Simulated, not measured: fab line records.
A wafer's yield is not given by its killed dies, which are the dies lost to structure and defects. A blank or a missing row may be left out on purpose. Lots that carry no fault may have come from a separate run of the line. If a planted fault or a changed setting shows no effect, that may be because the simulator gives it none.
The same fault as seen by 2 desks | flow n5Finfet | only its own numbers are on each desk; what lay behind them is given at the end

DESK OF THE TOOL OWNER: rieDiel-05
The tool's own readings at N5_BEOL_M0_SAQP_ETCH_107 (etches SiNx in CH3F/O2, target depth 30 nm): means of the sampled wafers that have a number, for each lot that ran on this tool. Any lot whose mean is over 4 standard deviations away from the usual mean is out of limits and marked OUT; that distance is given in the brackets. Only the readings that lie furthest out on some lot appear, 7 of the 9 it has.
Columns: A = CH3F_flow_sccm at N5_BEOL_M0_SAQP_ETCH_107, usual 30.00 sccm; B = mfcArSccm at N5_BEOL_M0_SAQP_ETCH_107, usual 150.0 sccm; C = oes_ar_750_au at N5_BEOL_M0_SAQP_ETCH_107, usual 0.76 a.u.; D = oesProductAu at N5_BEOL_M0_SAQP_ETCH_107, usual 0.76 a.u.; E = rfFwdPowerW at N5_BEOL_M0_SAQP_ETCH_107, usual 390.4 W; F = rfVppV at N5_BEOL_M0_SAQP_ETCH_107, usual 298 V; G = throttleValvePct at N5_BEOL_M0_SAQP_ETCH_107, usual 16.39 %
lot  | first seen here | A     | B     | C    | D    | E     | F   | G
L931 | day 6 04:04     | 29.93 | 150.2 | 0.72 | 0.72 | 392.2 | 298 | 16.49
L932 | day 6 07:13     | 30.02 | 149.8 | 0.80 | 0.80 | 391.6 | 294 | 16.19
L937 | day 7 14:42     | 29.95 | 150.0 | 0.80 | 0.80 | 391.6 | 299 | 16.27
L941 | day 8 14:08     | 29.94 | 149.7 | 0.80 | 0.81 | 391.5 | 299 | 16.16
L943 | day 9 03:51     | 29.97 | 149.8 | 0.80 | 0.97 | 391.0 | 298 | 16.17
This desk's verdict: no lot among the 5 shows anything out of limits.

THE METROLOGY DESK
Means of the sampled wafers that have a number, per lot and without regard to the tool the lot ran on: this is what the gauges read. Any lot whose mean is over 4 standard deviations away from the usual mean is out of limits and marked OUT; that distance is given in the brackets. Only the readings that lie furthest out on some lot appear, 7 of the 10 it has.
Columns: A = DIBL_N at N5_BEOL_M4_RC_MEAS_101, usual 36.5 mV/V; B = DIBL_P at N5_BEOL_M4_RC_MEAS_101, usual 36.4 mV/V; C = IOFF_N at N5_BEOL_M4_RC_MEAS_101, usual 0.17 nA/um; D = IOFF_P at N5_BEOL_M4_RC_MEAS_101, usual 0.21 nA/um; E = SS_P at N5_BEOL_M4_RC_MEAS_101, usual 73.4 mV/dec; F = VT_N at N5_BEOL_M4_RC_MEAS_101, usual 249 mV; G = VT_P at N5_BEOL_M4_RC_MEAS_101, usual -251 mV
lot  | first seen here | A    | B    | C    | D    | E    | F   | G
L931 | day 9 12:31     | 39.4 | 38.7 | 0.22 | 0.23 | 73.8 | 246 | -252
L932 | day 9 16:39     | 34.1 | 34.1 | 0.15 | 0.21 | 73.0 | 251 | -250
L934 | day 9 17:25     | 37.5 | 37.4 | 0.19 | 0.24 | 73.6 | 247 | -250
L937 | day 10 21:35    | 35.8 | 33.6 | 0.13 | 0.16 | 72.6 | 254 | -256
L941 | day 12 12:31    | 38.6 | 37.1 | 0.17 | 0.21 | 73.9 | 250 | -253
L943 | day 12 18:41    | 37.5 | 37.3 | 0.20 | 0.23 | 74.4 | 248 | -249
L944 | day 13 06:35    | 35.4 | 35.8 | 0.13 | 0.18 | 73.0 | 254 | -252
L950 | day 13 20:02    | 36.4 | 37.7 | 0.17 | 0.19 | 73.6 | 248 | -254
L952 | day 15 11:43    | 34.9 | 33.5 | 0.14 | 0.19 | 73.0 | 251 | -252
This desk's verdict: no lot among the 9 shows anything out of limits.

BROUGHT TOGETHER
The desk of the tool owner found nothing out of limits.
At the metrology desk, nothing out of limits was observed.

WHAT THE SIMULATOR HAD INSERTED
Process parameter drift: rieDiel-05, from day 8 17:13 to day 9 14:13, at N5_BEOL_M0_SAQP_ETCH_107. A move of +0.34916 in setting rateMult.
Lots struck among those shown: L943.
